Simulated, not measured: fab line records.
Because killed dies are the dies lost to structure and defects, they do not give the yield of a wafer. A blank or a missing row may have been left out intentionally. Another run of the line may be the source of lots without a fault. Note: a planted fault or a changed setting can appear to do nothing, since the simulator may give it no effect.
What tool caused it? + flow n5Finfet + 6 lots, 17 wafers sampled, at 2 steps of a route of 1938

== WHAT THE GAUGES READ, wafer by wafer ==
N5_BEOL_M10_THK_MEAS_53: measures by xrf.
| lot  | measured     | on           | M10_THK (nm) |
|------|--------------|--------------|--------------|
| L425 | day 10 03:58 | filmMetro-01 | 143 141 145  |
| L427 | day 10 17:16 | filmMetro-01 | 137 143 138  |
| L432 | day 12 12:35 | filmMetro-02 | 138 143      |
| L434 | day 13 05:50 | filmMetro-02 | 145 144 141  |
| L439 | day 13 19:05 | filmMetro-01 | 142 142 145  |
| L440 | day 14 01:12 | filmMetro-01 | 144 145 147  |

== EACH LOT AND THE TOOL THAT RAN IT (in order: tool; ch and the chambers of the sampled wafers; start) ==
| lot  | N5_BEOL_M10_TRENCH_ETCH_37                   |
|------|----------------------------------------------|
| L425 | rieDiel-04 ch 0,1, day 10 03:58 or earlier   |
| L427 | rieDiel-04 ch 1,3, day 10 17:16 or earlier   |
| L432 | rieDiel-04 ch 0,3, day 12 12:35 or earlier   |
| L434 | rieDiel-01 ch 0,2,3, day 13 05:50 or earlier |
| L439 | rieDiel-04 ch 0,1,2, day 13 19:05 or earlier |
| L440 | rieDiel-04 ch 1,2, day 14 01:12 or earlier   |
- N5_BEOL_M10_TRENCH_ETCH_37: etches SiCOH lowk in C4F6/O2, target depth 148.83 nm, time 48 s.

== THE ANSWER, worked out from the rows above alone ==
Rule: what is usual is taken from the lots themselves. Put in order of their means at a reading, lots are off if they are a third of the lots or fewer, leave a main group of 4 or more, and stand apart from it by a gap of 3 or more times the standard deviation of the main group's means; of several such gaps the widest counts. Not used: any main group whose means are identical at the precision the tables above print for the reading. Also off: a lot with no number at a reading for which 4 or more lots have one. The other lots that the step has rows for count as sound.
Nothing can be told from this: no lot is off at any reading shown.

== WHAT THE SIMULATOR HAD PUT IN ==
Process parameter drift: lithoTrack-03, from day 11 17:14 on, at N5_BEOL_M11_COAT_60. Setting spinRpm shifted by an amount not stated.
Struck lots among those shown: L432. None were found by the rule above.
